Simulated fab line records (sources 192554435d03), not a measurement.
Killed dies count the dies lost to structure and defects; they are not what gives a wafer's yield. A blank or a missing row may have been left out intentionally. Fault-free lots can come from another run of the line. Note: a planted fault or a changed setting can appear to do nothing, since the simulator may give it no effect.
Split-lot trial | flow n5 finfet | 7 lots, 21 wafers read, on a route of 1938 steps

## SPLIT DETAILS
At N5_HKMG_FIN_ETCH_55 (etches SOC in N2/H2, target depth 240 nm, time 300 s), the setting bias w was moved away from the recipe's 150 W on 8 of the 21 wafers read, by -10.3% to +17.7%. This setting was run at the recipe's value on the other wafers.

Reading taken at the split's own step.

## THE READING
rf vpp V, in V, at N5_HKMG_FIN_ETCH_55 (etches SOC in N2/H2, target depth 240 nm, time 300 s). Fault-free wafers of this fab line usually give 524.4 V, standard deviation 1.7 V.

wafer  | tool, chamber at the split | bias w as run, W | against the recipe | rf vpp V, V | against lot-mates on the recipe
L075.1 | rie diel-05, 1             | 150              | recipe             | 523.5       | -
L075.3 | rie diel-05, 2             | 163.3            | +8.9%              | 552.7       | +29.2
L075.4 | rie diel-05, 0             | 163.3            | +8.9%              | 553.7       | +30.2
L080.2 | rie diel-04, 2             | 134.6            | -10.3%             | 489.7       | -37.0
L080.4 | rie diel-04, 0             | 134.6            | -10.3%             | 488.5       | -38.2
L080.6 | rie diel-04, 3             | 150              | recipe             | 526.7       | -
L088.1 | rie diel-05, 0             | 173.3            | +15.5%             | 574.4       | +49.3
L088.3 | rie diel-05, 3             | 150              | recipe             | 527.3       | -
L088.4 | rie diel-05, 1             | 150              | recipe             | 522.9       | -
L090.3 | rie diel-02, 0             | 150              | recipe             | 524.6       | -
L090.4 | rie diel-02, 2             | 150              | recipe             | 523.8       | -
L090.6 | rie diel-02, 2             | 150              | recipe             | 524.1       | -
L091.3 | rie diel-05, 0             | 150              | recipe             | 525.2       | -
L091.5 | rie diel-05, 1             | 150              | recipe             | 522.9       | -
L091.6 | rie diel-05, 0             | 150              | recipe             | 525.7       | -
L093.2 | rie diel-05, 3             | 150              | recipe             | 525.9       | -
L093.3 | rie diel-05, 0             | 138.2            | -7.9%              | 498.3       | -26.0
L093.6 | rie diel-05, 1             | 150              | recipe             | 522.7       | -
L095.2 | rie diel-05, 2             | 150              | recipe             | 522.5       | -
L095.3 | rie diel-05, 3             | 176.5            | +17.7%             | 584.6       | +62.1
L095.5 | rie diel-05, 2             | 176.5            | +17.7%             | 578.3       | +55.8

FIT RESULTS
A straight line over all 21 wafers: rf vpp V changes by +3.28 V for each +1% of bias w; r = +1.00; the points scatter about the line by 1.7 V.
The same after taking each lot's own level away (the mean of its wafers on the recipe; 21 wafers): +3.37 V for each +1%; r = +1.00; scatter 1.8 V.
On that fit, the largest move of bias w shifts the reading by 60 V.
The lots' own levels span 522.50 to 526.70 V, that is 2.5 times the standard deviation above.
Hence the lot-to-lot level has little effect on the slope; both slopes agree.
Check: for one of the wafers moved furthest among these (+17.7%), held out of the fit, the line's prediction against its lot-mates is +58.1 V. Against them it came out at +62.1 V.
Tool readings at the split's step, against how far the setting was moved: rf vpp V r = +1.00.

## OTHER SPLITS APPLIED TO THESE WAFERS
These wafers also went through other splits before the reading. Each is held against what the fit with the lots' levels taken away leaves over:
other split on the same wafers       | wafers away from the commonest value | r with rf vpp V (lot level and that fit taken away)
N5_DUMMY_GATE_EXPOSE_12 dose mj      | 4                                    | -0.18
N5_SD_EPI_N_EPI_21 epi growth time s | 6                                    | +0.23

## THE WHOLE CHAIN: every reading that the file lists as answering this split, in the file's order
step                | what it does                                         | reading                                                                           | change (the file's fit)               | r (the file's)
N5_HKMG_FIN_ETCH_55 | etches SOC in N2/H2, target depth 240 nm, time 300 s | rf vpp V                                                                          | +3.33 V for each +1% of the setting   | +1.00
N5_HKMG_FIN_ETCH_55 | etches SOC in N2/H2, target depth 240 nm, time 300 s | etch.depth nm (the simulator's own value, which no gauge read)                    | +1.17 nm for each +1% of the setting  | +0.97
N5_HKMG_FIN_ETCH_55 | etches SOC in N2/H2, target depth 240 nm, time 300 s | HKMG_FIN.feature depth nm (the simulator's own value, which no gauge read)        | +1.16 nm for each +1% of the setting  | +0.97
N5_HKMG_FIN_ETCH_55 | etches SOC in N2/H2, target depth 240 nm, time 300 s | SiARC_of_HKMG_FIN_COAT_42.thk nm (the simulator's own value, which no gauge read) | -0.158 nm for each +1% of the setting | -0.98

## THE FILE'S OWN FIT
rf vpp V changes by +3.33 V for each +1% of bias w, r = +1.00.
